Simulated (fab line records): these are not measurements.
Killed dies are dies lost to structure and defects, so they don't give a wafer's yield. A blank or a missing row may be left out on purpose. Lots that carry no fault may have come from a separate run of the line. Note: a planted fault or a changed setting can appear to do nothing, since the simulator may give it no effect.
Split-lot experiment || flow n5 finfet || 7 lots, 21 wafers read, on a route of 1938 steps

## THE SPLIT
At N5_BEOL_M4_COAT_05 (resist thk 30 nm), the setting spin rpm was moved away from the recipe's 1500 rpm on 10 of the 21 wafers read, by -4.1% to +9.9%. This setting was run at the recipe's value on the other wafers.

## FROM THE SPLIT TO THE READING: what the file shows between them, 4 steps
- N5_BEOL_M4_EBR_07
- N5_BEOL_M4_SOFTBAKE_06: time 60 s
- N5_BEOL_M4_EXPOSE_08: exposes mask M4
- N5_BEOL_M4_PEB_09: peb time 60 s

## THE READING
CAR-EUV_of_BEOL_M4_COAT_05.thk nm (the simulator's own value, which no gauge read), in nm, at N5_BEOL_M4_DEVELOP_10 (develop time 30 s). No usual value for it is given in the file. Across the 11 wafers here that went through the recipe, the average is 29.5 nm and the standard deviation 0.096 nm.

{"wafer": "L076.2", "tool, chamber at the split": "litho track-01, 0", "spin rpm as run, rpm": 1439, "against the recipe": "-4.1%", "CAR-EUV_of_BEOL_M4_COAT_05.thk nm, nm": 30.2, "against lot-mates on the recipe": "+0.6"}
{"wafer": "L076.3", "tool, chamber at the split": "litho track-01, 0", "spin rpm as run, rpm": 1439, "against the recipe": "-4.1%", "CAR-EUV_of_BEOL_M4_COAT_05.thk nm, nm": 30.2, "against lot-mates on the recipe": "+0.6"}
{"wafer": "L076.6", "tool, chamber at the split": "litho track-01, 0", "spin rpm as run, rpm": 1500, "against the recipe": "recipe", "CAR-EUV_of_BEOL_M4_COAT_05.thk nm, nm": 29.6, "against lot-mates on the recipe": "-"}
{"wafer": "L086.1", "tool, chamber at the split": "litho track-05, 0", "spin rpm as run, rpm": 1592, "against the recipe": "+6.1%", "CAR-EUV_of_BEOL_M4_COAT_05.thk nm, nm": 28.6, "against lot-mates on the recipe": -1.0}
{"wafer": "L086.5", "tool, chamber at the split": "litho track-05, 0", "spin rpm as run, rpm": 1592, "against the recipe": "+6.1%", "CAR-EUV_of_BEOL_M4_COAT_05.thk nm, nm": 28.8, "against lot-mates on the recipe": -0.8}
{"wafer": "L086.6", "tool, chamber at the split": "litho track-05, 0", "spin rpm as run, rpm": 1500, "against the recipe": "recipe", "CAR-EUV_of_BEOL_M4_COAT_05.thk nm, nm": 29.6, "against lot-mates on the recipe": "-"}
{"wafer": "L087.1", "tool, chamber at the split": "litho track-01, 0", "spin rpm as run, rpm": 1500, "against the recipe": "recipe", "CAR-EUV_of_BEOL_M4_COAT_05.thk nm, nm": 29.4, "against lot-mates on the recipe": "-"}
{"wafer": "L087.2", "tool, chamber at the split": "litho track-01, 0", "spin rpm as run, rpm": 1596, "against the recipe": "+6.4%", "CAR-EUV_of_BEOL_M4_COAT_05.thk nm, nm": 28.6, "against lot-mates on the recipe": -0.8}
{"wafer": "L087.4", "tool, chamber at the split": "litho track-01, 0", "spin rpm as run, rpm": 1596, "against the recipe": "+6.4%", "CAR-EUV_of_BEOL_M4_COAT_05.thk nm, nm": 28.6, "against lot-mates on the recipe": -0.8}
{"wafer": "L088.1", "tool, chamber at the split": "litho track-05, 0", "spin rpm as run, rpm": 1648, "against the recipe": "+9.9%", "CAR-EUV_of_BEOL_M4_COAT_05.thk nm, nm": 28.2, "against lot-mates on the recipe": -1.4}
{"wafer": "L088.5", "tool, chamber at the split": "litho track-05, 0", "spin rpm as run, rpm": 1648, "against the recipe": "+9.9%", "CAR-EUV_of_BEOL_M4_COAT_05.thk nm, nm": 28.2, "against lot-mates on the recipe": -1.4}
{"wafer": "L088.6", "tool, chamber at the split": "litho track-05, 0", "spin rpm as run, rpm": 1500, "against the recipe": "recipe", "CAR-EUV_of_BEOL_M4_COAT_05.thk nm, nm": 29.6, "against lot-mates on the recipe": "-"}
{"wafer": "L089.1", "tool, chamber at the split": "litho track-05, 0", "spin rpm as run, rpm": 1500, "against the recipe": "recipe", "CAR-EUV_of_BEOL_M4_COAT_05.thk nm, nm": 29.6, "against lot-mates on the recipe": "-"}
{"wafer": "L089.3", "tool, chamber at the split": "litho track-05, 0", "spin rpm as run, rpm": 1500, "against the recipe": "recipe", "CAR-EUV_of_BEOL_M4_COAT_05.thk nm, nm": 29.6, "against lot-mates on the recipe": "-"}
{"wafer": "L089.2", "tool, chamber at the split": "litho track-05, 0", "spin rpm as run, rpm": 1562, "against the recipe": "+4.1%", "CAR-EUV_of_BEOL_M4_COAT_05.thk nm, nm": 29, "against lot-mates on the recipe": -0.6}
{"wafer": "L094.1", "tool, chamber at the split": "litho track-05, 0", "spin rpm as run, rpm": 1500, "against the recipe": "recipe", "CAR-EUV_of_BEOL_M4_COAT_05.thk nm, nm": 29.4, "against lot-mates on the recipe": "-"}
{"wafer": "L094.3", "tool, chamber at the split": "litho track-05, 0", "spin rpm as run, rpm": 1500, "against the recipe": "recipe", "CAR-EUV_of_BEOL_M4_COAT_05.thk nm, nm": 29.4, "against lot-mates on the recipe": "-"}
{"wafer": "L094.6", "tool, chamber at the split": "litho track-05, 0", "spin rpm as run, rpm": 1500, "against the recipe": "recipe", "CAR-EUV_of_BEOL_M4_COAT_05.thk nm, nm": 29.4, "against lot-mates on the recipe": "-"}
{"wafer": "L095.2", "tool, chamber at the split": "litho track-05, 0", "spin rpm as run, rpm": 1500, "against the recipe": "recipe", "CAR-EUV_of_BEOL_M4_COAT_05.thk nm, nm": 29.6, "against lot-mates on the recipe": "-"}
{"wafer": "L095.4", "tool, chamber at the split": "litho track-05, 0", "spin rpm as run, rpm": 1500, "against the recipe": "recipe", "CAR-EUV_of_BEOL_M4_COAT_05.thk nm, nm": 29.6, "against lot-mates on the recipe": "-"}
{"wafer": "L095.3", "tool, chamber at the split": "litho track-05, 0", "spin rpm as run, rpm": 1580, "against the recipe": "+5.3%", "CAR-EUV_of_BEOL_M4_COAT_05.thk nm, nm": 28.8, "against lot-mates on the recipe": -0.8}

THE FIT
A straight line over all 21 wafers: CAR-EUV_of_BEOL_M4_COAT_05.thk nm changes by -0.141 nm for each +1% of spin rpm; r = -0.99; the points scatter about the line by 0.088 nm.
The same after taking each lot's own level away (the mean of its wafers on the recipe; 21 wafers): -0.141 nm for each +1%; r = -1.00; scatter 0.05 nm.
According to that fit, moving spin rpm by its largest amount changes the reading by 1.4 nm.
Measured against the standard deviation above, the lots' own levels, which go from 29.40 to 29.60 nm, span 2.1 times it.
Consequently the slope shifts little with the lot-to-lot level, the two slopes agreeing.
Check: -1.38 nm against its lot-mates is what the line predicts for one of the wafers moved furthest among these (+9.9%) when that wafer is left out of the fit. Against them it came out at -1.4 nm.

## THESE WAFERS: OTHER SPLITS
Other splits were also applied to these wafers ahead of the reading. Each is held against what the fit with the lots' levels taken away leaves over:
{"other split on the same wafers": "N5_BEOL_M0_SAQP_EXPOSE_37 dose mj", "wafers away from the commonest value": 5, "r with CAR-EUV_of_BEOL_M4_COAT_05.thk nm (lot level and that fit taken away)": -0.36}
{"other split on the same wafers": "N5_BEOL_M1_PECVD_72 temp c", "wafers away from the commonest value": 10, "r with CAR-EUV_of_BEOL_M4_COAT_05.thk nm (lot level and that fit taken away)": -0.36}
{"other split on the same wafers": "N5_BEOL_M1_COAT_05 spin rpm", "wafers away from the commonest value": 5, "r with CAR-EUV_of_BEOL_M4_COAT_05.thk nm (lot level and that fit taken away)": "+0.15"}
{"other split on the same wafers": "N5_BEOL_M2_ETCH_74 source w", "wafers away from the commonest value": 3, "r with CAR-EUV_of_BEOL_M4_COAT_05.thk nm (lot level and that fit taken away)": -0.13}

## THE WHOLE CHAIN: every reading that the file lists as answering this split, in the file's order
{"step": "N5_BEOL_M4_COAT_05", "what it does": "resist thk 30 nm", "reading": "CAR-EUV_of_BEOL_M4_COAT_05.thk nm (the simulator's own value, which no gauge read)", "change (the file's fit)": "-0.148 nm for each +1% of the setting", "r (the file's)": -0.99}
{"step": "N5_BEOL_M4_DEVELOP_10", "what it does": "develop time 30 s", "reading": "CAR-EUV_of_BEOL_M4_COAT_05.thk nm (the simulator's own value, which no gauge read)", "change (the file's fit)": "-0.141 nm for each +1% of the setting", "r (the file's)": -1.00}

## THE FILE'S OWN FIT
CAR-EUV_of_BEOL_M4_COAT_05.thk nm changes by -0.141 nm for each +1% of spin rpm, r = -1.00.
